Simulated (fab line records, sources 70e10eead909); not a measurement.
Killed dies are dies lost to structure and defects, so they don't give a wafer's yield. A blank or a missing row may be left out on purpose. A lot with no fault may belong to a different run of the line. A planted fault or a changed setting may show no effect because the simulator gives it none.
fab line records | flow nand-harc
record lots=6 wafers=18 last-day=32
route steps=1302 shown A_CHANNEL_FILL_D2@616
lots with no fault: from the same line, run without faults
start-h: the number of hours between the record's first day and the start of the first shown wafer of the lot | wait-h: hours elapsed since this lot's preceding step | " unchanged from the row above | L1.1+2: a row that stands for several wafers | - no value present, or no start provided | * or withheld: withheld | < > ~ a bound
route shown NAME@n: NAME is a module with steps in the file, n the number in the route of the first one | usual: mean and standard deviation over wafers with no fault | same: alike in all rows | chamber/n: place in a boat | sites: readings site by site | _std_site: standard deviation of those values | _edge_site: outer sites' mean less inner sites' | radius-mm: how far each site lies from the wafer's centre | mask NAME#n: copy n | behind: tool/chamber where the wafer was last shaped | hold: what put the lot on hold/how long, in hours/how the hold closed | device: names the non-switching transistor (n, p or np) | end of line: the same wafers' tests at the end of the route | for a step that has no rows: nothing shown but its recipe | killed: not the wafer's yield, but the dies lost to structure and defects at the first sort | map: a wafer's dies, x killed, . not, _ none there
set.NAME: setting as actually run; set.NAME@STEP: the setting as run at that earlier step | model.NAME: the simulator's own value behind a step, which no gauge read
certain route steps with their lots: each step a table, each wafer a row
services: from which hour (start-h, from the record's first day; less than 0 if before it) a tool's chamber was out of use, for how many hours, and why
## steps
# step NHARC_A_CHANNEL_FILL_D2_ALD_16
# recipe target-thk-a=15 pulse-time-s=10 ald-cycles=15 temp-c=300 material=SiO2
# usual heater-power-w=460/35 precursor-pulse-height-rel=1.001/0.018
# columns lot.wafer tool chamber start-h wait-h heater-power-w precursor-pulse-height-rel
L381.1 ald-hk-01 2 396.28 0.0 448 1.045
L381.2 " 0 " " 436 1.019
L381.3 " 1 " " 424 1.053
L386.2 ald-hk-04 0 434.44 0.0 458 1.026
L386.1 " 2 " " 488 1.023
L386.6 " 0 " " 449 0.988
L385.1 ald-hk-03 2 434.46 0.1 441 0.999
L385.4 " 3 " " 509 0.991
L385.2 " 0 " " 481 0.978
L388.3 ald-hk-04 2 460.05 0.1 477 0.986
L388.2 " 3 " " 524 0.986
L388.5 " 2 " " 497 0.977
L392.4 ald-hk-04 2 507.32 0.0 480 1.015
L392.6 " 2 " " 488 0.987
L392.5 " 3 " " 524 0.975
L393.1 ald-hk-04 3 523.39 0.0 536 1.021
L393.3 " 1 " " 424 1.022
L393.2 " 2 " " 472 1.017
# step NHARC_A_CHANNEL_FILL_D2_ANNEAL_17
# recipe temp-c=850 time-s=1800
# step NHARC_A_CHANNEL_FILL_D2_CVD_18
# recipe target-thk-a=30 temp-c=550 material=poly-Si
# step NHARC_A_CHANNEL_FILL_D2_ETCHBACK_19
# recipe target-depth-a=50 time-s=1.7 hbr-flow-sccm=150 cl2-flow-sccm=50 rf-w=400 icp-w=400 bias-w=100 chemistry=HBr/Cl2
# step NHARC_A_CHANNEL_FILL_D2_ETCHBACK_20
# recipe target-depth-a=270 time-s=13.5 c4f8-flow-sccm=withheld o2-flow-sccm=8 ar-flow-sccm=withheld rf-w=600 bias-w=1500 chemistry=C4F8/O2/Ar
# usual bias-w=1499/4.7 chamber-pressure-mTorr=25.001/0.023 oes-product-au=0.987/0.023 rf-vpp-V=975/4.6
# columns lot.wafer tool chamber start-h wait-h bias-w chamber-pressure-mTorr oes-product-au rf-hours-counter-h rf-vpp-V
L381.3 rie-diel-12 3 413.24 - 1497 25.014 1.002 4 976
L381.2 " 0 " " 1500 25.029 1.009 4 973
L381.1 " 2 " " 1495 24.985 1.009 5 979
L385.4 rie-diel-10 2 446.43 - 1503 24.989 0.997 3 971
L385.1 " 3 " " 1496 24.981 0.994 3 972
L385.2 " 0 " " 1503 24.999 1.004 3 987
L386.2 rie-diel-13 3 446.43 - 1496 24.988 0.989 3 975
L386.1 " 1 " " 1490 24.995 1.001 3 970
L386.6 " 1 " " 1502 25.023 0.990 - 972
L388.3 rie-diel-12 0 471.95 - 1495 25.017 0.999 1 971
L388.2 " 1 " " 1508 25.021 1.004 1 982
L388.5 " 0 " " 1494 24.975 0.999 - 971
L392.4 rie-diel-12 0 519.60 - 1498 25.061 1.000 2 971
L392.6 " 2 " " 1498 24.951 0.997 - 980
L392.5 " 3 " " 1497 24.970 1.009 - 975
L393.3 rie-diel-12 2 535.63 - 1496 25.026 0.992 2 978
L393.2 " 3 " " 1497 24.995 0.997 2 976
L393.1 " 0 " " 1498 25.001 1.001 2 971
# step NHARC_A_CHANNEL_FILL_D2_STRIP_28
# recipe time-s=20 o2-flow-sccm=500 ar-flow-sccm=0 bias-w=0 chemistry=O2
# usual drypump-motor-current-A=5.7/0.58 o2-flow-sccm=500.0/1.4 oes-product-au=1.000/0.01 rf-vpp-V=57.6/0.96 showerhead-plenum-p-Torr=3.44/0.12 throttle-valve-pct=17.037/0.011
# columns lot.wafer tool chamber start-h wait-h drypump-motor-current-A o2-flow-sccm oes-product-au rf-hours-counter-h rf-vpp-V showerhead-plenum-p-Torr throttle-valve-pct
L381.1 rie-diel-12 2 413.35 0.1 6.5 500.0 1.015 5 56.4 3.54 17.039
L381.3 " 3 " " 5.2 500.9 1.010 4 57.3 3.46 17.044
L381.2 " 0 " " 6.3 500.9 1.009 5 55.9 3.35 17.021
L385.1 rie-diel-10 0 446.52 0.1 6.1 499.4 0.998 3 59.3 3.72 17.043
L385.2 " 1 " " 6.0 498.1 1.016 3 60.2 3.62 17.034
L385.4 " 2 " " 6.5 499.3 0.996 3 57.5 3.34 17.049
L386.2 rie-diel-13 1 446.54 0.1 5.3 500.3 1.004 3 56.6 3.34 17.008
L386.1 " 3 " " 5.3 500.1 0.999 3 56.7 3.45 17.041
L386.6 " 1 " " 5.3 498.4 1.001 - 55.9 3.34 17.034
L388.2 rie-diel-12 0 472.03 0.1 6.3 501.6 0.989 1 56.2 3.35 17.024
L388.3 " 3 " " 5.2 499.9 1.000 1 57.7 3.46 17.026
L388.5 " 1 " " 5.1 499.7 0.999 - 58.3 3.63 17.017
L392.4 rie-diel-12 0 519.67 0.1 6.3 500.2 0.998 2 57.2 3.34 17.055
L392.6 " 3 " " 5.2 501.5 1.002 - 57.6 3.46 17.034
L392.5 " 0 " " 6.3 501.3 1.001 - 57.4 3.34 17.040
L393.3 rie-diel-12 2 535.71 0.1 6.5 499.5 1.004 2 58.2 3.54 17.029
L393.2 " 3 " " 5.2 500.6 0.997 2 58.4 3.46 17.062
L393.1 " 1 " " 5.2 502.5 0.999 2 58.5 3.63 17.036
# step NHARC_A_CHANNEL_FILL_D2_PRECLEAN_21
# recipe time-s=30 chemistry=dHF
# step NHARC_A_CHANNEL_FILL_D2_SRD_23
# step NHARC_A_CHANNEL_FILL_D2_CVD_05
# recipe target-thk-a=50 temp-c=550 material=poly-Si
# step NHARC_A_CHANNEL_FILL_D2_ANNEAL_22
# recipe temp-c=620 time-s=7200
# step NHARC_A_CHANNEL_FILL_D2_ALD_25
# recipe target-thk-a=600 pulse-time-s=10 ald-cycles=600 temp-c=300 material=SiOx
# usual heater-power-w=462/33 precursor-pulse-height-rel=1.000/0.021
# columns lot.wafer tool chamber start-h wait-h heater-power-w precursor-pulse-height-rel
L381.2 ald-hk-01 1 428.09 0.1 417 0.971
L381.3 " 2 " " 460 0.981
L381.1 " 3 " " 458 0.998
L386.1 ald-hk-01 3 458.17 0.1 458 0.984
L386.2 " 0 " " 442 1.005
L386.6 " 3 460.63 2.5 464 0.999
L385.4 ald-hk-03 0 459.31 1.2 493 0.993
L385.2 " 1 " " 482 0.995
L385.1 " 3 461.18 3.1 517 0.975
L388.3 ald-hk-03 2 485.24 1.5 452 0.996
L388.2 " 3 " " 511 1.002
L388.5 " 1 487.10 3.4 494 0.992
L392.4 ald-hk-04 0 532.54 0.1 426 1.015
L392.5 " 0 535.02 2.5 435 0.976
L392.6 " 1 " " 431 1.011
L393.3 ald-hk-01 3 547.49 0.1 422 0.984
L393.2 " 1 548.71 1.3 433 1.001
L393.1 " 2 " " 430 0.981
# step NHARC_A_CHANNEL_FILL_D2_ETCHBACK_08
# recipe target-depth-a=2200 time-s=110 c4f8-flow-sccm=20 ar-flow-sccm=withheld rf-w=600 bias-w=300 chemistry=C4F8
# usual chamber-pressure-mTorr=25.003/0.021 oes-product-au=0.97/0.034 rf-vpp-V=439.3/2.2
# columns lot.wafer tool chamber start-h wait-h chamber-pressure-mTorr oes-product-au rf-hours-counter-h rf-vpp-V
L381.3 rie-diel-12 0 433.57 - 25.031 0.92 5 438.1
L381.1 " 1 " " 24.999 0.98 4 442.4
L381.2 " 3 " " 25.031 0.93 4 439.3
L386.1 rie-diel-13 2 463.72 - - - - -
L386.2 " 1 " " - - - -
L386.6 " 2 " " - - - -
L385.1 rie-diel-12 1 464.89 - - - - -
L385.2 " 3 " " - - - -
L385.4 " 0 " " - - - -
L388.2 rie-diel-12 1 489.56 - 25.009 0.93 1 442.3
L388.3 " 2 " " 25.017 0.92 1 441.0
L388.5 " 1 " " 25.008 0.93 - 443.0
L392.4 rie-diel-13 3 538.16 - 24.991 1.01 0 438.6
L392.5 " 0 " " 24.977 1.02 - 438.0
L392.6 " 1 " " 25.008 1.00 - 438.4
L393.3 rie-diel-12 0 553.04 - 25.001 0.93 3 436.3
L393.2 " 1 " " 24.998 0.93 3 443.3
L393.1 " 2 " " 25.023 0.92 3 441.5
# step NHARC_A_CHANNEL_FILL_D2_STRIP_29
# recipe time-s=20 o2-flow-sccm=500 ar-flow-sccm=0 bias-w=0 chemistry=O2
# usual drypump-motor-current-A=5.7/0.6 o2-flow-sccm=499.7/1.5 oes-product-au=0.997/0.0096 rf-vpp-V=57.7/0.83 showerhead-plenum-p-Torr=3.44/0.12 throttle-valve-pct=17.036/0.0099
# columns lot.wafer tool chamber start-h wait-h drypump-motor-current-A o2-flow-sccm oes-product-au rf-hours-counter-h rf-vpp-V showerhead-plenum-p-Torr throttle-valve-pct
L381.2 rie-diel-12 0 - - 6.3 497.2 0.983 5 57.1 3.35 17.035
L381.1 " 1 " " 5.1 502.2 0.996 4 59.5 3.63 17.048
L381.3 " 3 " " 5.2 498.5 1.001 4 57.8 3.46 17.025
L386.1 rie-diel-13 2 463.87 0.1 5.0 500.9 1.007 4 57.5 3.32 17.048
L386.2 " 3 " " 5.4 501.0 0.998 4 57.3 3.45 17.046
L386.6 " 0 " " 5.4 500.1 0.988 - 58.3 3.32 17.045
L385.4 rie-diel-12 2 465.05 0.1 6.5 497.6 0.997 1 58.1 3.54 17.039
L385.1 " 3 " " 5.2 500.0 0.995 1 58.0 3.46 17.049
L385.2 " 0 " " 6.3 501.2 0.999 0 56.8 3.35 17.020
L388.3 rie-diel-12 1 489.75 0.1 5.1 496.8 1.001 1 57.4 3.63 17.037
L388.2 " 2 " " 6.4 499.2 1.012 1 56.8 3.54 17.047
L388.5 " 1 " " 5.1 500.3 1.013 - 58.3 3.63 17.029
L392.4 rie-diel-13 2 - - 5.0 499.1 0.995 0 57.5 3.32 17.041
L392.6 " 1 " " 5.3 499.2 0.996 - 58.5 3.33 17.041
L392.5 " 2 " " 5.0 500.6 0.996 - 58.2 3.32 17.035
L393.1 rie-diel-12 1 - - 5.1 496.3 1.005 3 57.3 3.63 17.044
L393.3 " 2 " " 6.4 497.0 1.004 3 58.9 3.54 17.045
L393.2 " 3 " " 5.2 501.1 1.000 3 56.2 3.46 17.052
## services
# columns tool chamber start-h hours kind
rie-diel-12 0 375.42 - clean
rie-diel-12 1 375.42 - clean
rie-diel-12 2 375.42 - clean
rie-diel-12 3 375.42 - clean
rie-diel-12 0 399.92 - clean
rie-diel-12 1 399.92 - clean
rie-diel-12 2 399.92 - clean
rie-diel-12 3 399.92 - clean
rie-diel-12 1 401.38 16.1 repair
ald-hk-04 - 406.70 0.8 repair
rie-diel-10 - 419.59 9.0 pm
rie-diel-12 0 424.42 - clean
rie-diel-12 1 424.42 - clean
rie-diel-12 2 424.42 - clean
rie-diel-12 3 424.42 - clean
rie-diel-13 0 443.35 5.9 repair
rie-diel-12 - 445.42 9.0 pm
rie-diel-13 - 447.27 0.5 repair
ald-hk-01 - 476.55 10.0 pm
rie-diel-13 0 482.89 18.1 repair
rie-diel-12 0 486.85 2.8 repair
rie-diel-13 - 519.00 9.0 pm
rie-diel-13 0 535.53 1.3 repair
rie-diel-12 2 545.47 1.6 repair
## key
first-sign step=NHARC_A_CHANNEL_FILL_D2_ETCHBACK_08 reading=tool-record direction=missing
effect none on later readings
met-at NHARC_A_CHANNEL_FILL_D2_ETCHBACK_08
struck-wafers L385.1,L385.2,L385.4,L386.1,L386.2,L386.6
later-rows-left-out L385.1,L385.2,L385.4,L386.1,L386.2,L386.6
sort-left-out L385.1,L385.2,L385.4,L386.1,L386.2,L386.6
tester-left-out L385,L386
onset-between 433.57 463.72
fault kind=skipped-step-whole tool=rie-diel-12,rie-diel-13 chamber=- onset-h=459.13 steps=NHARC_A_CHANNEL_FILL_D2_ETCHBACK_08 scope=struck-lots-only
# tester-left-out: of these lots the tester's yield and bins aren't shown, on N5 and GAA mostly nor the transistor test; their killed dies are dies lost to structure and defects alone, not to doping, threshold or leakage, so they don't give the yield
# sort-left-out: the simulated sort isn't trusted on such a fault, so these wafers' sort isn't shown, and their yield isn't known
# later-rows-left-out: the simulator's readings of these wafers behind a module that went badly wrong aren't trusted and aren't shown, but for the sort
